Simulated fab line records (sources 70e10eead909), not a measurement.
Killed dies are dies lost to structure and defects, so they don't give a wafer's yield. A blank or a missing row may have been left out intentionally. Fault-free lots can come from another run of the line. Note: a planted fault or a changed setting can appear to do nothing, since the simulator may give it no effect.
fab line records | flow nandHarc
record: lots: 14 wafers: 42 lastDay: 34
route steps=1302 shown A_SLIT@933 A_WL_FILL@954
lots that met no fault: from a run of the same line without faults
startH: hours from the record's opening day to when the first of the lot's shown wafers began | waitH: time in hours since the lot's previous step | " as in the row above | L1.1+2: one row covering several wafers at once | - no value present, or no start provided | * or withheld: withheld | < > ~ a bound
route shown NAME@n: NAME is a module with steps in the file, n the number in the route of the first one | usual: mean/standard deviation taken from wafers without a fault | same: alike in all rows | chamber/n: place in a boat | sites: per-site readings | _std_site: standard deviation of those values | _edge_site: the outer-site mean with the inner-site mean subtracted | radiusMm: how far each site lies from the wafer's centre | mask NAME#n: copy n | behind: the last tool/chamber to shape the wafer | hold: cause of the lot's hold/its duration in hours/its outcome | device: which transistor (n, p or np) failed to switch | end of line: the route-end tests of the same wafers | a step without rows: its recipe alone | killed: the dies lost at the first sort to structure and to defects; this is not the yield of the wafer | map: a wafer's dies, marking killed ones x, the rest . and places with no die _
set.NAME: the setting that was run; set.NAME@STEP: the one run at that earlier step | model.NAME: the simulator's own value behind a step, which no gauge read
a sample of lots followed through the steps of the route, with each step as a table and each wafer as a row
services: the hour from which a tool's chamber was out of use, counted from the record's first day as startH (under 0 if before that day), plus the number of hours and why
== steps ==
step: NHARC_A_SLIT_CD_MEAS_09
recipe: targetCdNm: 300 landingEnergyEv: 500
usual: cdNm: 300.1/0.42
columns lot.wafer tool chamber startH waitH cdNm
L291.2 cdSem-01 0 463.56 - 300.1
L291.3 " 0 " " 300.6
L291.5 " 0 " " 300.9
L293.1 cdSem-03 0 489.55 - 300.6
L293.2 " 0 " " 299.9
L293.3 " 0 " " 300.3
L295.1 cdSem-03 0 489.72 - 299.8
L295.2 " 0 " " 300.0
L295.4 " 0 " " 299.8
L296.1 cdSem-01 0 498.38 - 300.6
L296.3 " 0 " " 299.7
L296.5 " 0 " " 300.0
L299.1 cdSem-03 0 539.04 - 300.7
L299.4 " 0 " " 300.5
L299.6 " 0 " " 299.6
L300.2 cdSem-01 0 550.96 - 300.1
L300.5 " 0 " " 299.7
L300.6 " 0 " " 299.7
L302.3 cdSem-01 0 568.79 - 299.7
L302.4 " 0 " " 300.0
L302.6 " 0 " " 300.3
L304.2 cdSem-03 0 594.72 - 299.9
L304.4 " 0 " " 300.1
L304.5 " 0 " " 300.0
L309.2 cdSem-03 0 627.98 - 300.7
L309.5 " 0 " " 300.2
L309.6 " 0 " " 300.7
L307.3 cdSem-01 0 628.15 - 299.3
L307.4 " 0 " " 299.9
L307.6 " 0 " " 299.9
L308.2 cdSem-02 0 628.86 - 299.7
L308.4 " 0 " " 299.9
L308.6 " 0 " " 300.9
L310.2 cdSem-02 0 649.17 - 299.8
L310.4 " 0 " " 299.4
L310.6 " 0 " " 299.7
L311.2 cdSem-02 0 662.77 - 300.8
L311.4 " 0 " " 300.4
L311.6 " 0 " " 300.4
L313.2 cdSem-03 0 682.17 - 299.8
L313.4 " 0 " " 300.2
L313.6 " 0 " " 300.0
step: NHARC_A_SLIT_ETCH_15
recipe: targetDepthA: 62000 overEtchFrac: 0.3 timeS: 1612 ionEnergyEv: 150 o2FlowSccm: 400 cosFlowSccm: 20 arFlowSccm: 0 rfW: 500 biasW: 300 chemistry: O2/COS
usual: drypumpMotorCurrentA: 5.8/0.47 o2FlowSccm: 400.1/1.3 oesProductAu: 0.997/0.0076 rfVppV: 314.1/2.2 showerheadPlenumPTorr: 3.12/0.14 throttleValvePct: 28.330/0.009
columns lot.wafer tool chamber startH waitH drypumpMotorCurrentA o2FlowSccm oesProductAu rfHoursCounterH rfVppV showerheadPlenumPTorr throttleValvePct
L291.3 rieDiel-13 2 - - 5.2 401.5 0.996 7.2 310.7 2.92 28.326
L291.2 " 0 " " 5.9 399.3 1.003 7.7 316.2 3.21 28.338
L291.5 " 1 " " 6.1 400.3 1.000 - 314.0 3.14 28.330
L293.3 rieDiel-13 1 - - 6.1 399.2 0.991 8.6 315.2 3.14 28.322
L293.1 " 3 " " 6.2 402.4 0.998 9.0 313.4 3.02 28.330
L293.2 " 0 " " 5.9 399.1 0.995 9.7 315.3 3.21 28.333
L295.2 rieDiel-02 1 - - 6.0 401.8 0.997 6.5 315.6 3.32 28.332
L295.1 " 2 " " 5.7 401.4 0.988 6.9 314.0 3.07 28.339
L295.4 " 3 " " 5.4 401.0 1.003 6.2 311.1 2.94 28.321
L296.3 rieDiel-13 2 - - 5.2 400.8 0.993 10.7 310.3 2.92 28.344
L296.1 " 0 " " 5.9 400.2 0.992 11.2 315.5 3.21 28.325
L296.5 " 2 " " 5.2 399.1 0.987 - 311.2 2.92 28.320
L299.4 rieDiel-03 2 - - 6.6 401.3 0.997 3.0 317.5 3.28 28.343
L299.1 " 0 " " 5.7 399.9 1.009 3.9 312.7 3.16 28.327
L299.6 " 2 " " 6.6 400.1 0.994 - 315.7 3.28 28.328
L300.2 rieDiel-02 1 - - 6.0 399.0 0.990 10.9 315.8 3.32 28.326
L300.6 " 0 " " 6.3 401.5 0.995 - 315.9 3.21 28.331
L300.5 " 1 " " 6.0 401.5 0.991 - 317.3 3.32 28.334
L302.4 rieDiel-02 2 - - 5.7 402.6 0.996 11.2 312.7 3.07 28.318
L302.3 " 3 " " 5.4 399.8 0.989 10.4 311.3 2.94 28.328
L302.6 " 2 " " 5.8 402.8 0.999 - 312.8 3.07 28.320
L304.2 rieDiel-03 0 - - 5.8 399.9 0.996 7.0 313.7 3.16 28.325
L304.4 " 1 " " 4.7 401.4 1.002 7.2 316.1 3.25 28.329
L304.5 " 0 " " 5.7 401.7 0.995 - 316.1 3.16 28.323
L309.2 rieDiel-03 3 - - 5.5 399.7 1.005 7.8 311.6 2.91 28.325
L309.5 " 3 " " 5.6 402.1 1.010 - 311.5 2.91 28.320
L309.6 " 0 " " 5.8 400.8 1.007 - 314.7 3.16 28.322
L307.4 rieDiel-13 2 - - 5.2 398.0 0.986 6.6 311.8 2.92 28.334
L307.3 " 1 " " 6.1 398.8 0.993 6.4 315.5 3.14 28.334
L307.6 " 2 " " 5.2 399.9 0.986 - 311.1 2.92 28.329
L308.2 rieDiel-02 2 - - 5.7 401.3 1.011 2.1 313.6 3.07 28.334
L308.4 " 0 " " 6.3 398.5 1.006 2.9 314.4 3.20 28.329
L308.6 " 3 " " 5.4 399.4 1.000 - 311.2 2.94 28.327
L310.2 rieDiel-02 0 - - 6.3 399.1 1.002 4.0 316.0 3.20 28.320
L310.4 " 1 " " 6.0 399.0 0.999 3.6 315.5 3.32 28.331
L310.6 " 3 " " 5.4 399.7 0.996 - 309.3 2.94 28.334
L311.4 rieDiel-13 0 - - 5.9 399.8 0.989 7.2 314.8 3.20 28.326
L311.2 " 3 " " 6.2 399.9 0.983 8.2 313.3 3.02 28.324
L311.6 " 1 " " 6.1 402.2 0.986 - 313.4 3.14 28.326
L313.2 rieDiel-02 2 - - 5.8 399.3 1.002 5.3 314.2 3.07 28.322
L313.4 " 3 " " 5.4 399.3 0.999 5.5 311.0 2.94 28.334
L313.6 " 1 " " 6.0 402.8 1.007 - 317.3 3.32 28.327
step: NHARC_A_WL_FILL_ALD_02
recipe: targetThkA: 20 pulseTimeS: 3 aldCycles: 100 tempC: 450 material: TiN
usual: aldCycles: 100/0 heaterPowerW: 1140/130 precursorPulseHeightRel: 1.001/0.02
columns lot.wafer tool chamber startH waitH aldCycles heaterPowerW precursorPulseHeightRel sinceWetCleanH
L291.3 aldMetal-03 3 477.38 0.1 100 1236 1.001 77
L291.2 " 0 " " 100 1205 1.035 77
L291.5 " 3 " " 100 1191 1.013 -
L293.2 aldMetal-02 3 503.22 0.2 100 1020 0.998 61
L293.3 " 0 " " 100 1138 0.993 61
L293.1 " 2 " " 100 1286 0.998 61
L295.2 aldMetal-01 3 503.23 0.2 100 985 0.994 145
L295.1 " 0 " " 100 1306 0.991 145
L295.4 " 1 " " 100 856 1.019 145
L296.3 aldMetal-01 1 512.05 0.1 100 849 0.994 154
L296.1 " 2 " " 100 1249 1.007 154
L296.5 " 1 " " 100 873 0.970 -
L299.1 aldMetal-02 3 552.74 0.2 50 993 1.013 111
L299.4 " 0 " " 100 1150 1.006 111
L299.6 " 3 " " 100 1009 1.036 -
L300.2 aldMetal-02 3 564.63 0.2 50 1025 1.029 123
L300.5 " 3 " " 100 1008 1.002 -
L300.6 " 0 " " 100 1163 0.995 -
L302.4 aldMetal-01 1 584.97 0.1 100 916 1.022 49
L302.3 " 3 " " 100 950 1.009 49
L302.6 " 1 " " 100 895 0.991 -
L304.2 aldMetal-03 3 609.96 0.2 100 1141 1.021 32
L304.5 " 1 " " 100 1278 0.996 -
L304.4 " 0 " " 100 1128 0.981 -
L307.3 aldMetal-02 2 641.69 0.1 100 1227 1.024 22
L307.4 " 1 " " 100 1076 0.997 22
L307.6 " 3 " " 100 954 0.984 -
L309.2 aldMetal-01 3 641.80 0.3 100 998 0.983 106
L309.6 " 0 " " 100 1333 1.019 -
L309.5 " 1 " " 100 912 1.013 -
L308.4 aldMetal-02 3 647.47 0.1 100 948 0.992 28
L308.2 " 0 " " 100 1147 1.009 28
L308.6 " 3 " " 100 985 0.980 -
L310.2 aldMetal-02 3 664.89 0.2 100 920 0.992 45
L310.4 " 0 " " 100 1139 1.002 45
L310.6 " 2 " " 100 1245 1.013 -
L311.2 aldMetal-03 3 676.60 0.2 100 1171 0.978 99
L311.4 " 1 " " 100 1285 1.017 -
L311.6 " 3 " " 100 1171 1.030 -
L313.2 aldMetal-03 1 695.93 0.2 100 1292 1.023 118
L313.6 " 0 " " 100 1172 0.997 -
L313.4 " 1 " " 100 1239 1.031 -
step: NHARC_A_WL_FILL_STRIP_27
recipe: powerW: 1500 tempC: 250 timeS: 20 chemistry: N2/H2
usual: drypumpMotorCurrentA: 5.9/0.58 heaterPowerW: 342/48 rfReflPowerW: 26/10
columns lot.wafer tool chamber startH waitH drypumpMotorCurrentA heaterPowerW rfHoursCounterH rfReflPowerW
L291.2 plasmaAsher-01 0 478.63 0.2 5.0 319 27 22
L291.3 " 1 " " 6.5 353 - 42
L291.5 " 0 " " 4.9 319 - 22
L293.1 plasmaAsher-01 1 504.41 0.1 6.5 362 33 42
L293.2 " 0 " " 4.9 311 33 21
L293.3 " 0 " " 4.9 323 - 22
L295.1 plasmaAsher-02 0 504.42 0.1 6.2 407 14 15
L295.2 " 1 " " 5.9 285 14 27
L295.4 " 1 " " 5.9 291 - 27
L296.1 plasmaAsher-02 0 513.24 0.1 6.1 406 15 16
L296.3 " 1 " " 5.9 279 - 27
L296.5 " 1 " " 5.9 275 - 27
L299.1 plasmaAsher-02 0 553.91 0.1 6.2 419 25 15
L299.4 " 1 " " 5.9 287 - 28
L299.6 " 1 " " 5.9 288 - 28
L300.2 plasmaAsher-02 0 565.84 0.2 6.2 409 28 16
L300.6 " 1 " " 5.9 286 - 27
L300.5 " 0 " " 6.2 403 - 16
L302.4 plasmaAsher-01 1 586.17 0.1 6.5 347 - 42
L302.3 " 0 " " 4.9 311 - 22
L302.6 " 0 " " 5.0 311 - 21
L304.2 plasmaAsher-01 0 611.44 0.2 4.9 312 17 21
L304.4 " 0 " " 4.9 311 - 21
L304.5 " 0 " " 5.0 319 - 21
L309.2 plasmaAsher-02 0 642.88 0.1 6.2 422 7 -
L309.5 " 0 " " 6.2 422 - -
L309.6 " 1 " " 5.9 286 - -
L307.4 plasmaAsher-01 0 643.23 0.1 4.9 312 - 21
L307.3 " 1 " " 6.5 352 - 42
L307.6 " 0 " " 4.9 317 - 21
L308.2 plasmaAsher-01 0 648.99 0.2 4.9 316 24 -
L308.4 " 1 " " 6.5 346 - -
L308.6 " 1 " " 6.5 354 - -
L310.2 plasmaAsher-01 1 666.09 0.2 6.5 348 27 43
L310.4 " 0 " " 4.9 320 - 21
L310.6 " 1 " " 6.5 356 - 42
L311.2 plasmaAsher-01 0 677.85 0.1 4.9 318 30 -
L311.4 " 1 " " 6.5 349 - -
L311.6 " 0 " " 4.9 309 - -
L313.2 plasmaAsher-02 0 697.17 0.1 6.2 415 18 15
L313.4 " 1 " " 5.9 294 - 26
L313.6 " 1 " " 5.9 297 - 26
== services ==
columns tool chamber startH hours kind
rieDiel-13 3 458.56 6.0 repair
plasmaAsher-01 - 459.23 1.2 repair
rieDiel-13 1 475.63 9.3 repair
rieDiel-02 3 491.57 3.0 repair
aldMetal-03 2 499.02 279.0 repair
rieDiel-02 2 513.73 5.6 repair
plasmaAsher-01 - 519.00 9.0 pm
rieDiel-13 - 519.00 9.0 pm
aldMetal-03 0 524.78 4.9 repair
aldMetal-01 - 526.00 10.0 pm
aldMetal-03 0 535.04 28.7 repair
rieDiel-13 0 565.66 13.5 repair
aldMetal-03 - 568.00 10.0 pm
rieDiel-02 - 570.70 9.0 pm
plasmaAsher-01 - 578.13 0.7 repair
aldMetal-03 1 579.63 3.7 repair
rieDiel-13 3 599.73 4.2 repair
plasmaAsher-02 - 603.04 9.0 pm
aldMetal-02 - 610.00 10.0 pm
aldMetal-02 - 629.71 0.5 repair
aldMetal-02 - 660.26 0.8 repair
rieDiel-02 0 692.46 5.0 repair
plasmaAsher-01 - 696.00 9.0 pm
rieDiel-13 - 696.00 9.0 pm
== key ==
firstSign: step: NHARC_A_WL_FILL_ALD_02 reading: aldCycles direction: down sigmas: 99+ usual: 100 struck: 50
effect none on later readings
metAt NHARC_A_WL_FILL_ALD_02
struckLots L299,L300
struckWafers L299.1,L300.2
laterRowsLeftOut L299.1,L300.2
sortLeftOut L299.1,L300.2
testerLeftOut L299,L300
notActingAt NHARC_A_SLIT_CD_MEAS_09,NHARC_A_SLIT_ETCH_15,NHARC_A_WL_FILL_STRIP_27
onsetBetween 503.22 552.74
fault: kind: processParameterDrift tool: aldMetal-02 chamber: - onsetH: 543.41 steps: NHARC_A_WL_FILL_ALD_02 channel: aldCycles offset: -50 shape: step endH: 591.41 scope: struckWafersOnly actsIn: theseRecipesOnly stated: 100
testerLeftOut: of these lots the tester's yield and bins aren't shown, on N5 and GAA mostly nor the transistor test; their killed dies are dies lost to structure and defects alone, not to doping, threshold or leakage, so they don't give the yield
sortLeftOut: the simulated sort isn't trusted on such a fault, so these wafers' sort isn't shown, and their yield isn't known
laterRowsLeftOut: the simulator's readings of these wafers behind a module that went badly wrong aren't trusted and aren't shown, but for the sort
